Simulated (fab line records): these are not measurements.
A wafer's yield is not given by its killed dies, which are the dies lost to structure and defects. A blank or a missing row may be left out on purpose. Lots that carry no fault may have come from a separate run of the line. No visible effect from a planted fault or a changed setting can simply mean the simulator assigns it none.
Chamber matching	flow nandHarc	NHARC_A_CHANNEL_FILL_D2_ALD_16 on aldHk-04: 4 sister chambers
The step deposits SiO2, target thk 1.5 nm, pulse time 10 s, ald cycles 15. 4 wafers are shown with their chamber, then 12 later ones without.

WAFERS, EACH WITH ITS CHAMBER
wafer	chamber	heaterPowerOuterW (W)
L088.4	1	285
L093.3	0	203
L093.4	2	251
L093.5	3	270

WAFERS WITHOUT THEIR CHAMBER
wafer	heaterPowerOuterW (W)
L094.1	257
L094.2	287
L094.6	270
L092.3	209
L092.4	261
L092.5	208
L095.2	202
L095.5	208
L095.6	262
L097.3	204
L097.4	267
L097.6	254

EACH ONE'S CHAMBER
wafer	from the rows above	in truth
L094.1	can't be placed: 2 or 3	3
L094.2	1	1
L094.6	3	3
L092.3	0	0
L092.4	can't be placed: 3 or 2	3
L092.5	0	0
L095.2	0	0
L095.5	0	0
L095.6	can't be placed: 3 or 2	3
L097.3	0	0
L097.4	3	3
L097.6	2	2
Correct placement for 9 of the 12. Not placeable from these rows: 3 (in 3, the candidates include the true chamber). 0 placed wrongly.
How it was worked out, from the rows above alone: a wafer's distance from a chamber is the root of the sum, over the readings, of the square of ((its reading less the chamber's mean) divided by the reading's scatter). If the next closest chamber is less than 2 further off than the closest, the wafer can't be placed; otherwise it belongs to the closest. A chamber's mean is the mean of its shown wafers. The scatter: root of mean squared gap, hidden wafer to nearest shown wafer, with one shown wafer a chamber.
